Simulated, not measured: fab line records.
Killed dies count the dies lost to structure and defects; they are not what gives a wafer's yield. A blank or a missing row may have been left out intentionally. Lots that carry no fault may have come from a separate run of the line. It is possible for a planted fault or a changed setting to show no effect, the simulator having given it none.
A struck lot beside a sound one	flow n5 finfet	16 out of 1938 route steps
Sound: the wafers L414.2, L414.3, L414.6. Struck: wafers L427.3, L427.4 (left out: L427.1, a lot-mate that was not struck); the cause follows at the end.
At each step with rows: each side's tool, then ch and its chambers, then its first start. Under that, the readings that differ: sound wafers	struck wafers	difference of the means	sigmas: that difference in standard deviations of wafers without a fault.
alike: readings whose means differ by less than 2 such deviations, and words and numbers that are the same on both sides. not compared: withheld readings, readings that some wafer has no value for, bounds like >300 that may hide the same value, and numbers for which the record gives no deviation and whose values overlap.
The two part at a step that has a row with sigmas, a row that says differs or no value, or rows on one side only. When numbers do not overlap yet have no deviation, they are printed without sigmas and do not part them. A reading missing from all wafers of one side parts the sides only when that side holds two or more wafers.

first, 9 steps without rows for these wafers: N5_BEOL_M1_COAT_05 (resist thk 30 nm); N5_BEOL_M1_EBR_07; N5_BEOL_M1_SOFTBAKE_06 (time 60 s); N5_BEOL_M1_EXPOSE_08 (exposes mask M1); N5_BEOL_M1_PEB_09 (peb time 60 s); N5_BEOL_M1_DEVELOP_10 (develop time 30 s); N5_BEOL_M1_DESCUM_16 (chemistry O2, time 7 s); N5_BEOL_M1_ETCH_74 (etches underlayer in N2/H2, target depth 6.5 nm, time 5.2 s); N5_BEOL_M1_ETCH_63 (etches SiARC in CF4, target depth 15.6 nm, time 26 s).
N5_BEOL_M1_ETCH_64: etches SOC in N2/H2, target depth 75 nm, overetch 15 nm, time 112.5 s.
  sound on rie diel-01 ch 0,1,2, day 6 12:34; struck on rie diel-01 ch 0,3, day 9 17:08
reading	sound	struck	difference	sigmas
model.SiARC_of_BEOL_M1_COAT_62.thk nm (nm)	6.6 6.8 6.6	6.2 6.2	-0.5	
  alike: drypump motor current A, oes product au, rf vpp V, showerhead plenum p Torr, throttle valve pct
  not compared: rf hours counter h
then, 3 steps without rows for these wafers: N5_BEOL_M1_STRIP_65 (strips in N2/H2); N5_BEOL_M1_STRIP_75 (strips in N2/H2); N5_BEOL_M1_STRIP_66 (strips in CF4).
N5_BEOL_M1_HM_OPEN_17: chemistry Cl2/BCl3, target TiN, target depth 20 nm, overetch 6 nm.
  sound on rie metal-02 ch 0,1, day 6 12:44; struck on rie metal-02 ch 0,1, day 9 17:19
reading	sound	struck	difference	sigmas
model.etch.depth nm (nm)	19.6 19.68 19.78	18.68 18.76	-0.97	
  alike: drypump motor current A, mfc ar sccm, mfc cl2 sccm, oes product au, throttle valve pct
  not compared: rf hours counter h
then, 1 step without rows for these wafers: N5_BEOL_M1_STRIP_19 (strips in O2).
N5_BEOL_M4_RC_MEAS_101:
  sound on prober-01 ch 0, day 8 13:41; struck on prober-01 ch 0, day 11 09:48
  alike: DIBL_N, DIBL_P, IOFF_N, IOFF_P, ION_N, ION_P, SS_N, SS_P, VT_N, VT_P

WHERE THEY PART
Nowhere in this record.

WHY: the cause the simulator had injected
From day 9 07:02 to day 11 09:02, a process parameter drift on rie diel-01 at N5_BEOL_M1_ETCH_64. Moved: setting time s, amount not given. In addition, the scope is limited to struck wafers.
